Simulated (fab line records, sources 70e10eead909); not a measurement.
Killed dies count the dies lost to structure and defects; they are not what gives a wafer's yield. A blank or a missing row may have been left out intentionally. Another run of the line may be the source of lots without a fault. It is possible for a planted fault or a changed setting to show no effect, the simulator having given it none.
Chamber matching + flow nand-harc + 3 sister chambers for NHARC_A_STAIRCASE_DEP_417 on pecvd-01
The step deposits Si3N4, target thk 60 nm. 6 wafers are shown with their chamber, then 10 later ones without.

== EACH WAFER AND ITS CHAMBER ==
| wafer  | chamber | heater-power-w (W) |
|--------|---------|--------------------|
| L085.6 | 1       | 826                |
| L089.3 | 1       | 820                |
| L090.2 | 0       | 646                |
| L090.4 | 2       | 762                |
| L092.1 | 2       | 810                |
| L092.2 | 0       | 582                |

== WAFERS WITH NO CHAMBER GIVEN ==
| wafer  | heater-power-w (W) |
|--------|--------------------|
| L092.5 | 622                |
| L091.2 | 662                |
| L091.5 | 685                |
| L091.6 | 846                |
| L094.3 | 716                |
| L094.4 | 578                |
| L094.6 | 725                |
| L096.1 | 744                |
| L096.2 | 617                |
| L096.5 | 760                |

== EACH ONE'S CHAMBER ==
| wafer  | from the rows above          | in truth |
|--------|------------------------------|----------|
| L092.5 | 0                            | 0        |
| L091.2 | 0                            | 0        |
| L091.5 | can't be placed: 0 or 2      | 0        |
| L091.6 | can't be placed: 1 or 2      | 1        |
| L094.3 | can't be placed: 2 or 0 or 1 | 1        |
| L094.4 | 0                            | 0        |
| L094.6 | can't be placed: 2 or 1 or 0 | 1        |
| L096.1 | can't be placed: 2 or 1      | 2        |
| L096.2 | 0                            | 0        |
| L096.5 | can't be placed: 2 or 1      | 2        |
4 of 10 placed correctly. Not placeable from these rows: 6 (in 6, the candidates include the true chamber). Placed wrongly: 0.
How it was worked out, from the rows above alone: a wafer's distance from a chamber is the root of the sum, over the readings, of the square of ((its reading less the chamber's mean) divided by the reading's scatter). The wafer belongs to the nearest chamber; if the next one is less than 2 further off, it can't be placed. The mean given for a chamber averages the wafers shown for that chamber. The scatter: take each reading less its chamber's mean, square it, sum over the shown wafers, divide by the number of wafers less the number of chambers, and take the root.
